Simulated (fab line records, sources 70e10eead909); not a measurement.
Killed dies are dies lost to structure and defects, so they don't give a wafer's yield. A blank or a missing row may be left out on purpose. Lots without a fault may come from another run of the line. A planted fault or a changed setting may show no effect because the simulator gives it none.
Chamber matching | flow nand_harc | NHARC_P_BONDPAD_DESCUM_11 on rie_diel-06: 4 sister chambers
The step chemistry O2, time 3 s. 4 wafers are shown with their chamber, then 7 later ones without.

WAFERS WITH THEIR CHAMBER
wafer  | chamber | rf_vpp_V (V)
L876.4 | 1       | 59.4
L879.1 | 0       | 58.1
L880.3 | 2       | 57.4
L880.5 | 3       | 59.2

WAFERS WITHOUT THEIR CHAMBER
wafer  | rf_vpp_V (V)
L880.6 | 58.0
L883.1 | 59.4
L883.2 | 57.9
L883.6 | 57.7
L889.2 | 57.1
L889.3 | 56.1
L889.4 | 57.9

WHICH CHAMBER EACH WENT THROUGH
wafer  | from the rows above     | in truth
L880.6 | can't be placed: 0 or 2 | 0
L883.1 | can't be placed: 1 or 3 | 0
L883.2 | can't be placed: 0 or 2 | 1
L883.6 | can't be placed: 2 or 0 | 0
L889.2 | can't be placed: 2 or 0 | 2
L889.3 | can't be placed: 2 or 0 | 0
L889.4 | can't be placed: 0 or 2 | 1
Placed correctly: 0 of 7. Can't be placed from these rows: 7 (the true chamber is among the candidates in 4). Placed wrongly: 0.
How it was worked out, from the rows above alone: a wafer's distance from a chamber is the root of the sum, over the readings, of the square of ((its reading less the chamber's mean) divided by the reading's scatter). The wafer belongs to the nearest chamber; if the next one is less than 2 further off, it can't be placed. A chamber's mean is the mean of its shown wafers. The scatter: with one shown wafer a chamber, the root of the mean of the squares of how far each hidden wafer lies from its nearest shown one.
